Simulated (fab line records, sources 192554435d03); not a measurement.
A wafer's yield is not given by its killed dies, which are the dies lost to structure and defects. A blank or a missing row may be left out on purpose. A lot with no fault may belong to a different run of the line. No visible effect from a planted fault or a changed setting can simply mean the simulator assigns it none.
Matching of chambers ; flow n5Finfet ; 4 sister chambers for N5_HKMG_FIN_ETCH_54 on rieDiel-04
The step etches SiARC in CF4, target depth 45.5 nm, time 75.8 s. 16 wafers are shown with their chamber, then 8 later ones without.

WAFERS WITH THEIR CHAMBER
wafer;chamber;drypumpMotorCurrentA (A);showerheadPlenumPTorr (Torr);throttleValvePct (%)
L074.2;0;6.7;2.23;15.64
L074.3;1;5.9;2.21;16.15
L074.5;2;5.7;2.10;15.80
L076.1;1;5.9;2.21;16.15
L076.3;0;6.7;2.23;15.65
L076.5;2;5.7;2.10;15.80
L082.1;0;6.6;2.23;15.66
L082.2;1;5.9;2.21;16.18
L082.3;2;5.7;2.09;15.84
L086.1;3;6.2;2.08;15.86
L086.3;2;5.7;2.09;15.85
L086.4;2;5.7;2.09;15.83
L087.1;2;5.7;2.09;15.87
L087.3;3;6.2;2.08;15.86
L087.6;3;6.2;2.08;15.87
L092.2;0;6.7;2.22;15.71

SIGNATURES (averages over the wafers above)
reading;chamber 0;chamber 1;chamber 2;chamber 3;scatter within a chamber
drypumpMotorCurrentA;6.675;5.900;5.700;6.200;0.025
showerheadPlenumPTorr;2.2275;2.2100;2.0933;2.0800;0.00417
throttleValvePct;15.6650;16.1600;15.8317;15.8633;0.0249
Rule: for a wafer and a chamber, the distance is found by dividing, reading by reading, the gap between the wafer's reading and the chamber's mean by the reading's scatter, squaring, summing and taking the root. If the next closest chamber is less than 2 further off than the closest, the wafer can't be placed; otherwise it belongs to the closest. The scatter is the square root of a quotient: the sum, over the shown wafers, of each reading's squared deviation from its chamber's mean, divided by wafers minus chambers.

WAFERS WITHOUT THEIR CHAMBER
wafer;drypumpMotorCurrentA (A);showerheadPlenumPTorr (Torr);throttleValvePct (%)
L092.5;5.9;2.20;16.24
L092.6;6.7;2.22;15.70
L096.1;5.7;2.09;15.40
L096.3;5.9;2.20;16.26
L096.4;6.2;2.07;15.91
L097.2;5.7;2.09;15.40
L097.5;6.7;2.22;15.73
L097.6;6.2;2.07;15.92

WHICH CHAMBER EACH WENT THROUGH
wafer;from the rows above;in truth
L092.5;1;1
L092.6;0;0
L096.1;2;2
L096.3;1;1
L096.4;3;3
L097.2;2;2
L097.5;0;0
L097.6;3;3
Correctly placed: 8 of 8. From these rows, 0 cannot be placed. Placed wrongly: 0.
